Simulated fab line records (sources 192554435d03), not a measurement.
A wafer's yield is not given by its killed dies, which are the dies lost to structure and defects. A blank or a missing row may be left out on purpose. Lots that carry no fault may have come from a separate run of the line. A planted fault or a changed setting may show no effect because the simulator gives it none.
Matching of chambers / flow n5_finfet / rie_diel-02 running N5_BEOL_M2_STRIP_19: 4 sister chambers
The step strips in O2. 8 wafers are shown with their chamber, then 12 later ones without.

WAFERS PAIRED WITH THEIR CHAMBERS
wafer=L085.1; chamber=2; showerhead_plenum_p_Torr (Torr)=2.05; drypump_motor_current_A (A)=5.1
wafer=L085.2; chamber=3; showerhead_plenum_p_Torr (Torr)=2.20; drypump_motor_current_A (A)=5.4
wafer=L087.3; chamber=1; showerhead_plenum_p_Torr (Torr)=2.04; drypump_motor_current_A (A)=5.0
wafer=L087.4; chamber=2; showerhead_plenum_p_Torr (Torr)=2.04; drypump_motor_current_A (A)=5.2
wafer=L087.5; chamber=0; showerhead_plenum_p_Torr (Torr)=2.08; drypump_motor_current_A (A)=5.4
wafer=L090.3; chamber=0; showerhead_plenum_p_Torr (Torr)=2.07; drypump_motor_current_A (A)=5.4
wafer=L090.4; chamber=1; showerhead_plenum_p_Torr (Torr)=2.03; drypump_motor_current_A (A)=5.0
wafer=L090.5; chamber=3; showerhead_plenum_p_Torr (Torr)=2.19; drypump_motor_current_A (A)=5.4

WAFERS WITHOUT THEIR CHAMBER
wafer=L092.1; showerhead_plenum_p_Torr (Torr)=2.04; drypump_motor_current_A (A)=5.1
wafer=L092.2; showerhead_plenum_p_Torr (Torr)=2.19; drypump_motor_current_A (A)=5.4
wafer=L092.3; showerhead_plenum_p_Torr (Torr)=2.03; drypump_motor_current_A (A)=5.0
wafer=L092.4; showerhead_plenum_p_Torr (Torr)=2.07; drypump_motor_current_A (A)=5.4
wafer=L092.5; showerhead_plenum_p_Torr (Torr)=2.07; drypump_motor_current_A (A)=5.4
wafer=L092.6; showerhead_plenum_p_Torr (Torr)=2.19; drypump_motor_current_A (A)=5.4
wafer=L095.2; showerhead_plenum_p_Torr (Torr)=2.07; drypump_motor_current_A (A)=5.4
wafer=L095.3; showerhead_plenum_p_Torr (Torr)=2.04; drypump_motor_current_A (A)=5.1
wafer=L095.4; showerhead_plenum_p_Torr (Torr)=2.03; drypump_motor_current_A (A)=5.0
wafer=L097.2; showerhead_plenum_p_Torr (Torr)=2.07; drypump_motor_current_A (A)=5.4
wafer=L097.4; showerhead_plenum_p_Torr (Torr)=2.03; drypump_motor_current_A (A)=5.0
wafer=L097.5; showerhead_plenum_p_Torr (Torr)=2.19; drypump_motor_current_A (A)=5.4

WHICH CHAMBER EACH WENT THROUGH
wafer=L092.1; from the rows above=can't be placed: 2 or 1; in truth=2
wafer=L092.2; from the rows above=3; in truth=3
wafer=L092.3; from the rows above=1; in truth=1
wafer=L092.4; from the rows above=0; in truth=0
wafer=L092.5; from the rows above=0; in truth=0
wafer=L092.6; from the rows above=3; in truth=3
wafer=L095.2; from the rows above=0; in truth=0
wafer=L095.3; from the rows above=can't be placed: 2 or 1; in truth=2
wafer=L095.4; from the rows above=1; in truth=1
wafer=L097.2; from the rows above=0; in truth=0
wafer=L097.4; from the rows above=1; in truth=1
wafer=L097.5; from the rows above=3; in truth=3
Correct placement for 10 of the 12. These rows do not allow placing 2 (true chamber among the candidates in 2). Wrongly placed: 0.
How it was worked out, from the rows above alone: a wafer's distance from a chamber is the root of the sum, over the readings, of the square of ((its reading less the chamber's mean) divided by the reading's scatter). If the next closest chamber is less than 2 further off than the closest, the wafer can't be placed; otherwise it belongs to the closest. Each chamber's mean is taken over the wafers shown for it. The scatter: take each reading less its chamber's mean, square it, sum over the shown wafers, divide by the number of wafers less the number of chambers, and take the root.
